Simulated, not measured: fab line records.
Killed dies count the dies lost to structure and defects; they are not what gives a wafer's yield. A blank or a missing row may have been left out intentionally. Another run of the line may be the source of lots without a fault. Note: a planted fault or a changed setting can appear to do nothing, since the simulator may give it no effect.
Which tool is to blame?    flow n5Finfet    at 1 step of a route of 1938, 11 lots with 30 wafers sampled

## WHAT THE GAUGES SHOWED, per wafer
N5_BEOL_M12_INSPECT_30: inspects for defects (macro).
lot   measured      on                rawDefectCount
L547  day 10 11:16  defectInspect-01  2 5 1
L552  day 11 12:30  defectInspect-02  4 1 4
L553  day 11 21:22  defectInspect-01  2 7 2
L554  day 12 14:58  defectInspect-01  2 2 3
L558  day 13 17:29  defectInspect-02  3 2 1
L562  day 14 05:10  defectInspect-02  0 1 2
L563  day 14 10:19  defectInspect-01  0 1
L567  day 15 10:39  defectInspect-01  2 3
L566  day 15 17:50  defectInspect-02  4 0
L569  day 16 10:34  defectInspect-01  4 0 2
L570  day 16 16:17  defectInspect-01  2 0 4

## EACH LOT AND THE TOOL THAT RAN IT (in order: tool; ch and the chambers of the sampled wafers; start)
The record shows no process step preceding these readings.

## AS READ BY THE TOOLS THEMSELVES (means over the sampled wafers that have a number; for cases with no such wafer, the mark the record gives instead)
The record holds no such reading with a usual standard deviation.

## THE ANSWER, worked out from the rows above alone
Rule: the lots themselves supply what counts as usual. Put in order of their means at a reading, lots are off if they are a third of the lots or fewer, leave a main group of 4 or more, and stand apart from it by a gap of 3 or more times the standard deviation of the main group's means; of several such gaps the widest counts. If all means in a main group match to the digits the tables above print for the reading, that group is not used. Also off: a lot with no number at a reading for which 4 or more lots have one. The other lots that the step has rows for count as sound. After the gauges, taken in route order, come the tools' own readings; for these a lot's mean is taken, as printed above. The first step at which some lot is off is used, and at that step the reading that is off furthest; a lot without a number counts as furthest.
No lot is off on any of the readings shown, so nothing can be concluded from this.

## WHAT THE SIMULATOR HAD INSERTED
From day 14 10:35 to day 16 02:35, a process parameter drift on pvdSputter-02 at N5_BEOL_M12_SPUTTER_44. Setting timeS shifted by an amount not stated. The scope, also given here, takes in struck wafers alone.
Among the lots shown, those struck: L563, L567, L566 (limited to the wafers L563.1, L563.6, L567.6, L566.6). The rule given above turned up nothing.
